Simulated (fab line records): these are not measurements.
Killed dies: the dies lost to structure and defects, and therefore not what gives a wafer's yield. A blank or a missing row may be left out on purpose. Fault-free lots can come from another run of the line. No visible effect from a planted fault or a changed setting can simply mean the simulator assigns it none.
Which tool did it? / flow nand_harc / 12 lots with 36 wafers sampled at 6 steps, on a route of 1302 steps

== WHAT THE GAUGES READ, wafer by wafer ==
NHARC_P_GATE_CD_MEAS_11: target cd 1640 nm.
lot=L281; measured=day 5 20:57; on=cd_sem-02; cd_nm (nm)=- - -
lot=L285; measured=day 7 17:37; on=cd_sem-01; cd_nm (nm)=1639.6 1637.9 1640.1
lot=L287; measured=day 8 14:21; on=cd_sem-02; cd_nm (nm)=1636.6 1636.9 1638.8
lot=L290; measured=day 9 20:43; on=cd_sem-02; cd_nm (nm)=1641.5 1641.7 1639.9
lot=L291; measured=day 10 12:50; on=cd_sem-03; cd_nm (nm)=1638.6 1640.5 1639.3
lot=L292; measured=day 10 12:59; on=cd_sem-03; cd_nm (nm)=1638.5 1638.4 1640.9
lot=L294; measured=day 11 06:59; on=cd_sem-02; cd_nm (nm)=1638.7 1638.5 1638.3
lot=L295; measured=day 11 20:29; on=cd_sem-03; cd_nm (nm)=1637.1 1635.6 1636.2
lot=L296; measured=day 12 09:18; on=cd_sem-03; cd_nm (nm)=1640.2 1637.6 1639.8
lot=L298; measured=day 13 00:22; on=cd_sem-01; cd_nm (nm)=1639.1 1640.7 1637.8
lot=L299; measured=day 13 19:22; on=cd_sem-03; cd_nm (nm)=1641.0 1637.9 1642.3
lot=L300; measured=day 14 00:22; on=cd_sem-03; cd_nm (nm)=1637.6 1637.1 1637.5

NHARC_P_GATE_CD_MEAS_26: target cd 120 nm.
lot=L281; measured=day 6 13:36; on=cd_sem-01; cd_nm (nm)=120.6 121.2 119.6
lot=L285; measured=day 8 07:35; on=cd_sem-03; cd_nm (nm)=120.5 119.1 119.5
lot=L287; measured=day 9 10:29; on=cd_sem-03; cd_nm (nm)=119.3 119.5 119.5
lot=L290; measured=day 10 10:23; on=cd_sem-02; cd_nm (nm)=119.4 119.2 120.6
lot=L291; measured=day 11 06:47; on=cd_sem-03; cd_nm (nm)=120.2 120.8 120.0
lot=L292; measured=day 11 06:08; on=cd_sem-01; cd_nm (nm)=120.1 120.7 120.6
lot=L294; measured=day 11 22:53; on=cd_sem-03; cd_nm (nm)=118.9 120.4 119.1
lot=L295; measured=day 12 13:07; on=cd_sem-01; cd_nm (nm)=120.2 119.9 119.7
lot=L296; measured=day 13 02:11; on=cd_sem-02; cd_nm (nm)=119.8 119.9 118.9
lot=L298; measured=day 13 14:58; on=cd_sem-02; cd_nm (nm)=119.8 119.8 120.3
lot=L299; measured=day 14 12:04; on=cd_sem-02; cd_nm (nm)=120.8 121.0 120.2
lot=L300; measured=day 14 12:13; on=cd_sem-02; cd_nm (nm)=119.5 120.2 119.5

NHARC_END_SORT_01.
lot=L281; measured=day 26 00:58; on=prober-02; killed_at_array=71 58 67; killed_at_other=1 2 7; killed_at_periphery=605 617 603; killed_dies=677 677 677; killed_open=3 2 6; killed_short=2 2 1

== WHICH TOOL RAN EACH LOT (tool, then ch and the chambers of the sampled wafers, then the start) ==
lot=L281; NHARC_P_STI_ETCH_31=rie_diel-02 ch 0,2,3, day 5 20:47 or earlier; NHARC_P_GATE_EXPOSE_08=krf_scanner-01 ch 0, day 5 20:47; NHARC_P_GATE_HM_OPEN_105=rie_diel-09 ch 0,1,3, day 26 00:58 or earlier
lot=L285; NHARC_P_STI_ETCH_31=rie_diel-06 ch 0,1,3, day 7 17:27 or earlier; NHARC_P_GATE_EXPOSE_08=krf_scanner-03 ch 0, day 7 17:27; NHARC_P_GATE_HM_OPEN_105=rie_diel-10 ch 1,2,3, no start
lot=L287; NHARC_P_STI_ETCH_31=rie_diel-02 ch 0,2, day 8 14:11 or earlier; NHARC_P_GATE_EXPOSE_08=krf_scanner-02 ch 0, day 8 14:11; NHARC_P_GATE_HM_OPEN_105=rie_diel-10 ch 1,2,3, no start
lot=L290; NHARC_P_STI_ETCH_31=rie_diel-02 ch 2,3, day 9 20:34 or earlier; NHARC_P_GATE_EXPOSE_08=krf_scanner-02 ch 0, day 9 20:34; NHARC_P_GATE_HM_OPEN_105=rie_diel-04 ch 2,3, no start
lot=L291; NHARC_P_STI_ETCH_31=rie_diel-12 ch 0,1,3, day 10 12:40 or earlier; NHARC_P_GATE_EXPOSE_08=krf_scanner-03 ch 0, day 10 12:40; NHARC_P_GATE_HM_OPEN_105=rie_diel-09 ch 2,3, no start
lot=L292; NHARC_P_STI_ETCH_31=rie_diel-12 ch 1,2, day 10 12:50 or earlier; NHARC_P_GATE_EXPOSE_08=krf_scanner-01 ch 0, day 10 12:50; NHARC_P_GATE_HM_OPEN_105=rie_diel-04 ch 2,3, no start
lot=L294; NHARC_P_STI_ETCH_31=rie_diel-12 ch 1,2, day 11 06:50 or earlier; NHARC_P_GATE_EXPOSE_08=krf_scanner-02 ch 0, day 11 06:50; NHARC_P_GATE_HM_OPEN_105=rie_diel-09 ch 1,2, no start
lot=L295; NHARC_P_STI_ETCH_31=rie_diel-12 ch 0,2,3, day 11 20:20 or earlier; NHARC_P_GATE_EXPOSE_08=krf_scanner-02 ch 0, day 11 20:20; NHARC_P_GATE_HM_OPEN_105=rie_diel-10 ch 1,3, no start
lot=L296; NHARC_P_STI_ETCH_31=rie_diel-12 ch 0,3, day 12 09:10 or earlier; NHARC_P_GATE_EXPOSE_08=krf_scanner-01 ch 0, day 12 09:10; NHARC_P_GATE_HM_OPEN_105=rie_diel-09 ch 1,2, no start
lot=L298; NHARC_P_STI_ETCH_31=rie_diel-02 ch 1,2,3, day 13 00:12 or earlier; NHARC_P_GATE_EXPOSE_08=krf_scanner-02 ch 0, day 13 00:12; NHARC_P_GATE_HM_OPEN_105=rie_diel-09 ch 0,1,3, no start
lot=L299; NHARC_P_STI_ETCH_31=rie_diel-06 ch 1,2, day 13 19:13 or earlier; NHARC_P_GATE_EXPOSE_08=krf_scanner-02 ch 0, day 13 19:13; NHARC_P_GATE_HM_OPEN_105=rie_diel-04 ch 0,1,3, no start
lot=L300; NHARC_P_STI_ETCH_31=rie_diel-02 ch 0,1, day 14 00:13 or earlier; NHARC_P_GATE_EXPOSE_08=krf_scanner-02 ch 0, day 14 00:13; NHARC_P_GATE_HM_OPEN_105=rie_diel-10 ch 0,2,3, no start
- NHARC_P_STI_ETCH_31: etches the open film in CF4/CHF3, target depth 108.9 nm, time 54.5 s.
- NHARC_P_GATE_EXPOSE_08: exposes mask P HV.
- NHARC_P_GATE_HM_OPEN_105: chemistry O2/COS, target depth 360 nm.

== WHAT THE TOOLS THEMSELVES READ (means of the sampled wafers that have a number; where no wafer has one, the mark that the record gives instead) ==
NHARC_P_STI_ETCH_31.
lot=L281; tool=rie_diel-02; bias_w (W)=199.8; drypump_motor_current_A (A)=6.2; oes_product_au (a.u.)=0.954; rf_vpp_V (V)=371.4; showerhead_plenum_p_Torr (Torr)=1.60; throttle_valve_pct (%)=16.805
lot=L285; tool=rie_diel-06; bias_w (W)=200.3; drypump_motor_current_A (A)=5.7; oes_product_au (a.u.)=0.976; rf_vpp_V (V)=367.8; showerhead_plenum_p_Torr (Torr)=1.51; throttle_valve_pct (%)=16.799
lot=L287; tool=rie_diel-02; bias_w (W)=199.6; drypump_motor_current_A (A)=6.0; oes_product_au (a.u.)=0.920; rf_vpp_V (V)=369.7; showerhead_plenum_p_Torr (Torr)=1.54; throttle_valve_pct (%)=16.797
lot=L290; tool=rie_diel-02; bias_w (W)=200.0; drypump_motor_current_A (A)=6.3; oes_product_au (a.u.)=0.973; rf_vpp_V (V)=373.2; showerhead_plenum_p_Torr (Torr)=1.62; throttle_valve_pct (%)=16.807
lot=L291; tool=rie_diel-12; bias_w (W)=199.7; drypump_motor_current_A (A)=5.5; oes_product_au (a.u.)=0.971; rf_vpp_V (V)=369.6; showerhead_plenum_p_Torr (Torr)=1.56; throttle_valve_pct (%)=16.795
lot=L292; tool=rie_diel-12; bias_w (W)=199.6; drypump_motor_current_A (A)=5.0; oes_product_au (a.u.)=0.964; rf_vpp_V (V)=370.0; showerhead_plenum_p_Torr (Torr)=1.59; throttle_valve_pct (%)=16.803
lot=L294; tool=rie_diel-12; bias_w (W)=199.7; drypump_motor_current_A (A)=5.0; oes_product_au (a.u.)=0.959; rf_vpp_V (V)=370.7; showerhead_plenum_p_Torr (Torr)=1.59; throttle_valve_pct (%)=16.800
lot=L295; tool=rie_diel-12; bias_w (W)=200.1; drypump_motor_current_A (A)=5.3; oes_product_au (a.u.)=0.925; rf_vpp_V (V)=369.9; showerhead_plenum_p_Torr (Torr)=1.58; throttle_valve_pct (%)=16.802
lot=L296; tool=rie_diel-12; bias_w (W)=200.3; drypump_motor_current_A (A)=5.6; oes_product_au (a.u.)=0.953; rf_vpp_V (V)=370.7; showerhead_plenum_p_Torr (Torr)=1.59; throttle_valve_pct (%)=16.803
lot=L298; tool=rie_diel-02; bias_w (W)=200.6; drypump_motor_current_A (A)=6.1; oes_product_au (a.u.)=0.977; rf_vpp_V (V)=370.8; showerhead_plenum_p_Torr (Torr)=1.58; throttle_valve_pct (%)=16.802
lot=L299; tool=rie_diel-06; bias_w (W)=200.3; drypump_motor_current_A (A)=5.7; oes_product_au (a.u.)=0.974; rf_vpp_V (V)=371.4; showerhead_plenum_p_Torr (Torr)=1.60; throttle_valve_pct (%)=16.807
lot=L300; tool=rie_diel-02; bias_w (W)=200.0; drypump_motor_current_A (A)=6.0; oes_product_au (a.u.)=0.962; rf_vpp_V (V)=371.3; showerhead_plenum_p_Torr (Torr)=1.59; throttle_valve_pct (%)=16.804

NHARC_P_GATE_HM_OPEN_105.
lot=L281; tool=rie_diel-09; bias_w (W)=300.3; drypump_motor_current_A (A)=6.1; oes_product_au (a.u.)=1.008; rf_vpp_V (V)=469.2; showerhead_plenum_p_Torr (Torr)=3.21; throttle_valve_pct (%)=28.335
lot=L285; tool=rie_diel-10; bias_w (W)=300.0; drypump_motor_current_A (A)=5.4; oes_product_au (a.u.)=1.010; rf_vpp_V (V)=468.9; showerhead_plenum_p_Torr (Torr)=3.19; throttle_valve_pct (%)=28.328
lot=L287; tool=rie_diel-10; bias_w (W)=299.3; drypump_motor_current_A (A)=5.3; oes_product_au (a.u.)=1.013; rf_vpp_V (V)=468.1; showerhead_plenum_p_Torr (Torr)=3.19; throttle_valve_pct (%)=28.340
lot=L290; tool=rie_diel-04; bias_w (W)=300.1; drypump_motor_current_A (A)=5.7; oes_product_au (a.u.)=1.003; rf_vpp_V (V)=466.5; showerhead_plenum_p_Torr (Torr)=3.05; throttle_valve_pct (%)=28.339
lot=L291; tool=rie_diel-09; bias_w (W)=300.0; drypump_motor_current_A (A)=5.9; oes_product_au (a.u.)=1.007; rf_vpp_V (V)=468.2; showerhead_plenum_p_Torr (Torr)=3.21; throttle_valve_pct (%)=28.331
lot=L292; tool=rie_diel-04; bias_w (W)=299.3; drypump_motor_current_A (A)=5.6; oes_product_au (a.u.)=1.003; rf_vpp_V (V)=465.9; showerhead_plenum_p_Torr (Torr)=3.09; throttle_valve_pct (%)=28.333
lot=L294; tool=rie_diel-09; bias_w (W)=299.1; drypump_motor_current_A (A)=6.1; oes_product_au (a.u.)=0.993; rf_vpp_V (V)=466.1; showerhead_plenum_p_Torr (Torr)=3.07; throttle_valve_pct (%)=28.333
lot=L295; tool=rie_diel-10; bias_w (W)=298.7; drypump_motor_current_A (A)=5.7; oes_product_au (a.u.)=1.019; rf_vpp_V (V)=467.1; showerhead_plenum_p_Torr (Torr)=3.12; throttle_valve_pct (%)=28.331
lot=L296; tool=rie_diel-09; bias_w (W)=299.4; drypump_motor_current_A (A)=6.1; oes_product_au (a.u.)=0.996; rf_vpp_V (V)=465.5; showerhead_plenum_p_Torr (Torr)=3.06; throttle_valve_pct (%)=28.331
lot=L298; tool=rie_diel-09; bias_w (W)=299.9; drypump_motor_current_A (A)=6.1; oes_product_au (a.u.)=1.002; rf_vpp_V (V)=468.7; showerhead_plenum_p_Torr (Torr)=3.21; throttle_valve_pct (%)=28.327
lot=L299; tool=rie_diel-04; bias_w (W)=301.0; drypump_motor_current_A (A)=5.6; oes_product_au (a.u.)=0.998; rf_vpp_V (V)=468.2; showerhead_plenum_p_Torr (Torr)=3.20; throttle_valve_pct (%)=28.330
lot=L300; tool=rie_diel-10; bias_w (W)=300.1; drypump_motor_current_A (A)=5.3; oes_product_au (a.u.)=1.008; rf_vpp_V (V)=468.6; showerhead_plenum_p_Torr (Torr)=3.18; throttle_valve_pct (%)=28.329

== THE ANSWER, worked out from the rows above alone ==
Rule: the lots themselves supply what counts as usual. Put in order of their means at a reading, lots are off if they are a third of the lots or fewer, leave a main group of 4 or more, and stand apart from it by a gap of 3 or more times the standard deviation of the main group's means; of several such gaps the widest counts. Not used: any main group whose means are identical at the precision the tables above print for the reading. A lot without any number at a reading at which 4 lots or more have one is off too. All remaining lots with rows at the step are treated as sound. After the gauges, taken in route order, come the tools' own readings; for these a lot's mean is taken, as printed above. The first step at which some lot is off is used, and at that step the reading that is off furthest; a lot without a number counts as furthest.
Off, at NHARC_P_GATE_CD_MEAS_11 on cd_nm: L281. Without a number there: L281. Main group: mean 1638.9 nm, sd 1.3.
A tool fits if, at a process step before that reading, it ran every lot that is off, and no sound lot after the first of them. The gauges at NHARC_P_GATE_CD_MEAS_11 are tried like those tools. NHARC_P_STI_ETCH_31: start missing for some lots; hours and lot order therefore follow NHARC_P_GATE_EXPOSE_08. None of those tried fits.

== WHAT HAD BEEN PUT IN BY THE SIMULATOR ==
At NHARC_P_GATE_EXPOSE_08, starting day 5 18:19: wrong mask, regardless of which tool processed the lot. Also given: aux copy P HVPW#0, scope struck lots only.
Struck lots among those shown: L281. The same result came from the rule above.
